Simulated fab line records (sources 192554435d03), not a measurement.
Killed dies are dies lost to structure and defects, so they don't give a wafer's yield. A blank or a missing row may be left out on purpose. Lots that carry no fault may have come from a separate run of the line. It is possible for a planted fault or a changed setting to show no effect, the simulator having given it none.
fab line records -- flow n5_finfet
[record] lots = 4, wafers = 12, last_day = 16
route steps=1938 shown MOL_CONTACT_COAG@621 BEOL_M0_SAQP@632 BEOL_M0@743 BEOL_M4@1111
lots with no fault: from the same line, run without faults
start_h: the number of hours between the record's first day and the start of the first shown wafer of the lot -- wait_h: time in hours since the lot's previous step -- " repeats the value in the row above -- L1.1+2: a single row standing in for several wafers -- - either no value or no given start -- * or withheld: withheld -- < > ~ a bound
route shown NAME@n: a module of which the file shows steps, and the number in the route of the first -- usual: mean/standard deviation of fault-free wafers -- same: alike in all rows -- chamber/n: place in a boat -- sites: readings site by site -- _std_site: how widely they spread, as a standard deviation -- _edge_site: mean of outer sites minus mean of inner sites -- radius_mm: for every site, how far away it sits from the centre of the wafer -- mask NAME#n: copy n -- behind: the tool/chamber that last shaped the wafer -- hold: cause of the lot's hold/its duration in hours/its outcome -- device: names the non-switching transistor (n, p or np) -- end of line: the same wafers' tests at the end of the route -- where a step has no rows: the recipe by itself -- killed: dies lost to structure and defects at the first sort, not the wafer's yield -- map: dies across one wafer; x = killed, . = not, _ = none there
set.NAME: the setting that was run; set.NAME@STEP: the one run at that earlier step -- model.NAME: the simulator's own value behind a step, which no gauge read
lots seen at some steps along the route; tables by step, rows by wafer
services: a tool's chamber out of use, with start hour (start_h, from the record's first day; less than 0 if before it), hours out, and reason
[[steps]]
[step N5_MOL_CONTACT_COAG_SRD_139]
[recipe] dry = ipa_marangoni, time_s = 30, temp_c = 23, rinse_liquid = diw
[step N5_MOL_CONTACT_COAG_PRE_CLEAN_121]
[recipe] gas = H2/He, time_s = *, temp_c = withheld
[step N5_MOL_CONTACT_COAG_CVD_140]
[recipe] material = W, target_thk_a = 665, mode = selective_fill, temp_c = 300, time_s = 215
[step N5_MOL_CONTACT_COAG_PRECLEAN_127]
[recipe] chemistry = DIW, time_s = 57.5, temp_c = 23
[step N5_MOL_CONTACT_COAG_SRD_128]
[recipe] dry_time_s = 32, dry = n2_spin, spin_rpm = 1500
[step N5_MOL_CONTACT_COAG_CMP_52]
[recipe] stop_on = SiO2, t_overpolish_s = 1.5, post_cmp_clean = w_dilute_nh4oh, down_force_psi = 4, platen_rpm = 50.289, pad_velocity_m_s = 1.0006, target_thk_nm = 66.5
[step N5_MOL_CONTACT_COAG_ANNEAL_112]
[recipe] temp_c = 400, time_s = 1800, ambient = HPD2, pressure_atm = 10
[step N5_BEOL_M0_SAQP_PECVD_00]
[recipe] material = SiCN, target_thk_a = 80, temp_c = withheld, precursor = 3MS/NH3, pressure_torr = 3, rf_w = 202, time_s = 14
[step N5_BEOL_M0_SAQP_ILD_DEP_01]
[recipe] material = SiOC, target_thk_a = 454.19, temp_c = 350, precursor = DEMS/O2, pressure_torr = 5, rf_w = 500, time_s = 8.7
[usual] heater_power_w = 517/100, showerhead_plenum_p_Torr = 5.689/0.016, throttle_valve_pct = 11.9/0.34
lot.wafer,tool,chamber,start_h,wait_h,heater_power_w,showerhead_plenum_p_Torr,throttle_valve_pct,model.SiOC_of_BEOL_M0_SAQP_ILD_DEP_01.thk_nm
L539.1,pecvd-01,1,110.98,0.0,538,5.664,11.9,45
L539.3,pecvd-01,0,110.98,0.0,431,5.685,11.5,45.6
L539.5,pecvd-01,0,110.98,0.0,425,5.681,11.5,46.4
L544.2,pecvd-01,1,143.14,0.0,549,5.664,12.1,45.6
L544.4,pecvd-01,1,143.14,0.0,559,5.679,11.9,23.4
L544.5,pecvd-01,0,143.14,0.0,433,5.677,11.4,25
L547.1,pecvd-01,2,160.14,0.0,713,5.675,12.0,44.6
L547.3,pecvd-01,1,160.14,0.0,474,5.679,12.1,44.4
L547.5,pecvd-01,2,160.14,0.0,709,5.690,12.3,22.4
L554.1,pecvd-03,1,202.25,0.0,463,5.703,11.4,46.4
L554.2,pecvd-03,2,202.25,0.0,624,5.685,11.9,46.4
L554.5,pecvd-03,0,202.25,0.0,468,5.707,12.2,46.4
[step N5_BEOL_M0_SAQP_HM_DEP_02]
[recipe] material = TiN, target_thk_a = 120, temp_c = 25, chamber_pressure_pa = 0.49996
[step N5_BEOL_M0_SAQP_PECVD_03]
[recipe] material = SiCN, target_thk_a = 120, temp_c = withheld, precursor = 3MS/NH3, pressure_torr = 3, rf_w = 202, time_s = 21.1
[step N5_BEOL_M0_SAQP_PECVD_96]
[recipe] material = a-Si, target_thk_a = 450, temp_c = 350, precursor = SiH4/He, pressure_torr = 3, rf_w = 100, time_s = 45.2
[step N5_BEOL_M0_SAQP_PECVD_97]
[recipe] material = SiNx, target_thk_a = 230, temp_c = 350, precursor = SiH4/NH3/N2, pressure_torr = 1.5, rf_w = 300, time_s = 19.9
[step N5_BEOL_M0_SAQP_PECVD_04]
[recipe] material = a-Si, target_thk_a = 600, temp_c = 350, precursor = SiH4/He, pressure_torr = 3, rf_w = 100, time_s = 60.2
[step N5_BEOL_M0_SAQP_HM_DEP_111]
[recipe] material = SiO2, target_thk_a = 120, temp_c = 400, precursor = SiH4/N2O, pressure_torr = 0.75, rf_w = 275, time_s = 7.2
[step N5_BEOL_M0_SAQP_COAT_81]
[recipe] resist = SOC, temp_c = 250, time_s = 60, spin_rpm = 1500, resist_thk_nm = 100
[step N5_BEOL_M0_SAQP_COAT_82]
[recipe] resist = SiARC, temp_c = 220, time_s = 60, spin_rpm = 1500, resist_thk_nm = 30
[step N5_BEOL_M0_SAQP_COAT_08]
[recipe] resist = CAR-ArF, spin_rpm = 1500, resist_thk_nm = 90
[step N5_BEOL_M0_SAQP_EBR_10]
[recipe] solvent = PGMEA, ebr_width_mm = 1.5
[step N5_BEOL_M0_SAQP_SOFTBAKE_09]
[recipe] temp_c = 110, time_s = 60, resist = CAR-ArF
[step N5_BEOL_M0_SAQP_EXPOSE_11]
[recipe] mask_id = M0_CORE, na = 1.35, source_shape = dipole, sigma_inner = 0.538, sigma_outer = 0.738, polarization = te, target_cd_nm = 42, dose_mj = 55
[step N5_BEOL_M0_SAQP_PEB_12]
[recipe] peb_temp_c = withheld, peb_time_s = 60, resist = CAR-ArF
[step N5_BEOL_M0_SAQP_DEVELOP_13]
[recipe] develop_time_s = 30, developer = TMAH, resist = CAR-ArF, dev_temp_c = 23, rinse_liquid = diw, dry = air_spin
[step N5_BEOL_M0_SAQP_DESCUM_19]
[recipe] chemistry = O2, time_s = 7.9, source_power_w = 50, bias_power_w = 20, pressure_mtorr = 20, rf_frequency_hz = 2.712e+07, temp_c = 40, resist = CAR-ArF, o2_flow_sccm = 225
[step N5_BEOL_M0_SAQP_ETCH_83]
[recipe] chemistry = CF4, target = SiARC, target_depth_a = 390, mask_material = CAR-ArF, time_s = 65, ion_energy_ev = 80, pressure_mtorr = 40, source_w = 545, bias_w = 36, Ar_flow_sccm = 100, cf4_flow_sccm = 100, ends = cleared
[step N5_BEOL_M0_SAQP_ETCH_84]
[recipe] chemistry = N2/H2, target = SOC, target_depth_a = 1000, overetch_a = 200, mask_material = SiARC, temp_c = 40, time_s = 150, ion_energy_ev = 200, pressure_mtorr = 30, source_w = 840, bias_w = 150, n2_flow_sccm = 200, h2_flow_sccm = 200
[step N5_BEOL_M0_SAQP_STRIP_80]
[recipe] chemistry = N2/H2, temp_c = 40, n2_flow_sccm = 200, h2_flow_sccm = 200, rf_frequency_hz = 6e+07
[step N5_BEOL_M0_SAQP_HM_OPEN_112]
[recipe] chemistry = CHF3/O2, target = SiO2, stop_on = a-Si, target_depth_a = 120, over_etch_frac = 1.25, mask_material = SOC, time_s = 13.5, pressure_mtorr = 30, source_w = 650, bias_w = 170, Ar_flow_sccm = 200, CHF3_flow_sccm = 50, O2_flow_sccm = 5, ion_energy_ev = 200, ends = end_point
[step N5_BEOL_M0_SAQP_STRIP_113]
[recipe] chemistry = CHF3/O2, resist = SiARC, rf_frequency_hz = 6e+07
[step N5_BEOL_M0_SAQP_MANDREL_ETCH_20]
[recipe] target_depth_a = 600, chemistry = HBr/Cl2, target = a-Si, stop_on = SiNx, bt_time_s = 10, mask_material = SOC, over_etch_frac = 0.5, time_s = 30, pressure_mtorr = 10, icp_w = 800, bias_w = 75, HBr_flow_sccm = 150, Cl2_flow_sccm = 80, ends = end_point
[step N5_BEOL_M0_SAQP_STRIP_86]
[recipe] chemistry = N2/H2, power_w = 500, temp_c = 40, pressure_mtorr = 50, rf_frequency_hz = 6e+07, overash_fraction = 0.3, bias_power_w = 28, h2_frac = 0.5, n2_flow_sccm = 300, h2_flow_sccm = 300
[step N5_BEOL_M0_SAQP_STRIP_115]
[recipe] chemistry = post_etch_residue_remover, time_s = 60, temp_c = 25, remover_ph = withheld, remover_water_wt_pct = withheld, remover_fluoride_wt_pct = withheld
[step N5_BEOL_M0_SAQP_SRD_93]
[recipe] dry = ipa_marangoni, time_s = 30, temp_c = 23, rinse_liquid = diw
[step N5_BEOL_M0_SAQP_RECESS_114]
[recipe] chemistry = HF/NH3, target = SiO2, target_depth_a = 144, afs_cycles = 3, temp_c = 30, sublimation_temp_c = 180, sublimation_time_s = 60
[step N5_BEOL_M0_CMP_120]
[recipe] stop_on = SiOC, t_overpolish_s = 6.9, down_force_psi = 1, platen_rpm = 50, clearing_platen_down_force_psi = 1.5, clearing_platen_rpm = 50, post_cmp_clean = cu_alkaline, clearing_platen_pad_velocity_m_s = 0.99484, pad_velocity_m_s = 0.99484
[usual] barrier_field_endpoint_s = 3.72/0.15, motor_current_A = 6.3/0.37, overpolish_run_s = 6.901/0.009, pad_life_wafers = 1044/370, time_to_endpoint_s = 64/4.3
[same] t_overpolish_s = 6.9
lot.wafer,tool,chamber,start_h,wait_h,barrier_field_endpoint_s,motor_current_A,overpolish_run_s,pad_life_wafers,time_to_endpoint_s,model.SiOC_of_BEOL_M0_SAQP_ILD_DEP_01.thk_nm
L539.3,cmp-02,0,123.99,0.2,3.67,6.8,6.910,577,64,39.8
L539.1,cmp-02,1,123.99,0.2,3.70,6.1,6.889,578,63,38.8
L539.5,cmp-02,3,123.99,0.2,3.79,7.2,6.898,-,66,40.4
L544.2,cmp-03,0,156.03,0.2,3.89,6.2,6.904,973,70,39.6
L544.4,cmp-03,2,156.03,0.2,3.57,6.2,6.909,975,59,17.4
L544.5,cmp-03,3,156.03,0.2,3.53,6.5,6.901,-,62,19
L547.3,cmp-02,3,175.99,0.2,3.82,7.3,6.894,978,66,38.4
L547.1,cmp-02,2,175.99,0.2,3.79,6.7,6.906,981,67,38.6
L547.5,cmp-02,3,175.99,0.2,3.76,7.4,6.904,-,65,16.4
L554.2,cmp-03,1,216.69,0.2,3.73,5.9,6.895,1446,62,40.4
L554.1,cmp-03,0,216.69,0.2,3.70,6.1,6.894,1449,66,40.2
L554.5,cmp-03,2,216.69,0.2,3.63,6.4,6.900,-,60,40.2
[step N5_BEOL_M0_RS_MEAS_126]
[recipe] thk_meas_gauge = four-point-probe, reads = Co_of_BEOL_M0_CO_CAP_123+Cu_of_BEOL_M0_ECD_118+Co_of_BEOL_M0_CVD_115+TaN_of_BEOL_M0_ALD_136
[usual] M0_RS = 0.526/0.023
lot.wafer,tool,chamber,start_h,wait_h,M0_RS[ohm/sq]
L539.1,film_metro-01,-,124.51,0.0,0.521
L539.3,film_metro-01,-,124.51,0.0,0.530
L539.5,film_metro-01,-,124.51,0.0,0.505
L544.2,film_metro-02,-,156.54,0.1,0.519
L544.4,film_metro-02,-,156.54,0.1,1.253
L544.5,film_metro-02,-,156.54,0.1,1.145
L547.1,film_metro-02,-,176.55,0.0,0.517
L547.3,film_metro-02,-,176.55,0.0,0.535
L547.5,film_metro-02,-,176.55,0.0,1.192
L554.1,film_metro-02,-,217.24,0.0,0.487
L554.2,film_metro-02,-,217.24,0.0,0.527
L554.5,film_metro-02,-,217.24,0.0,0.536
[step N5_BEOL_M4_RC_MEAS_101]
[usual] DIBL_N = 36.0/2.5, DIBL_P = 36.7/3, IOFF_N = 0.16/0.043, IOFF_P = 0.21/0.049, ION_N = 673/15, ION_P = 461/9.8, SS_N = 71.5/0.83, SS_P = 73.4/0.83, VT_N = 250/4, VT_P = -251/4
lot.wafer,tool,chamber,start_h,wait_h,DIBL_N[mV/V],DIBL_P[mV/V],IOFF_N[nA/um],IOFF_P[nA/um],ION_N[uA/um],ION_P[uA/um],SS_N[mV/dec],SS_P[mV/dec],VT_N[mV],VT_P[mV]
L539.1,prober-02,0,160.65,0.0,33.3,31.5,0.10,0.14,646,447,70.4,72.7,257,-257
L539.3,prober-02,0,160.65,0.0,34.0,31.9,0.10,0.14,639,446,70.9,72.6,256,-259
L539.5,prober-02,0,160.65,0.0,38.0,37.0,0.18,0.20,681,458,72.0,74.1,248,-254
L544.2,prober-01,0,200.08,0.2,33.9,35.4,0.13,0.19,667,466,71.1,73.3,251,-250
L544.4,prober-01,0,200.08,0.2,35.2,36.0,0.14,0.19,657,449,70.9,73.2,252,-251
L544.5,prober-01,0,200.08,0.2,36.3,38.9,0.17,0.27,671,465,70.7,74.9,247,-247
L547.1,prober-01,0,218.09,0.0,34.3,36.4,0.15,0.18,674,454,71.6,73.0,250,-254
L547.3,prober-01,0,218.09,0.0,32.8,33.3,0.11,0.14,651,447,70.3,73.1,253,-252
L547.5,prober-01,0,218.09,0.0,34.3,35.7,0.14,0.17,658,453,71.0,73.5,251,-254
L554.1,prober-01,0,269.88,0.0,35.1,36.4,0.14,0.18,666,458,71.5,73.6,252,-252
L554.2,prober-01,0,269.88,0.0,33.6,34.6,0.12,0.17,653,452,71.8,72.7,254,-254
L554.5,prober-01,0,269.88,0.0,38.4,38.7,0.19,0.22,679,461,72.4,74.0,246,-251
[[services]]
tool,chamber,start_h,hours,kind
pecvd-03,2,92.75,11.3,repair
pecvd-01,2,123.34,2.1,scheduled_down
cmp-03,-,152.50,1.3,repair
pecvd-01,2,185.92,28.9,repair
cmp-02,-,212.30,1.2,repair
[[key]]
[first_sign] step = N5_BEOL_M0_RS_MEAS_126, reading = M0_RS, direction = up, sigmas = 29, usual = 0.526, struck = 1.197
effect none on later readings
[model_effect] step = N5_BEOL_M0_SAQP_ILD_DEP_01, value = SiOC_of_BEOL_M0_SAQP_ILD_DEP_01.thk_nm, without = 46.13, struck = 23.6
[model_effect] step = N5_BEOL_M0_CMP_120, value = SiOC_of_BEOL_M0_SAQP_ILD_DEP_01.thk_nm, without = 40.07, struck = 17.6
met_at N5_BEOL_M0_SAQP_ILD_DEP_01
struck_wafers L544.4,L544.5,L547.5
onset_between 110.98 143.14
[fault] kind = process_parameter_drift, tool = pecvd-01, chamber = -, onset_h = 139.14, steps = N5_BEOL_M0_SAQP_ILD_DEP_01, channel = time_s, offset = *, shape = step, end_h = 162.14, scope = struck_wafers_only, acts_in = *, stated = *
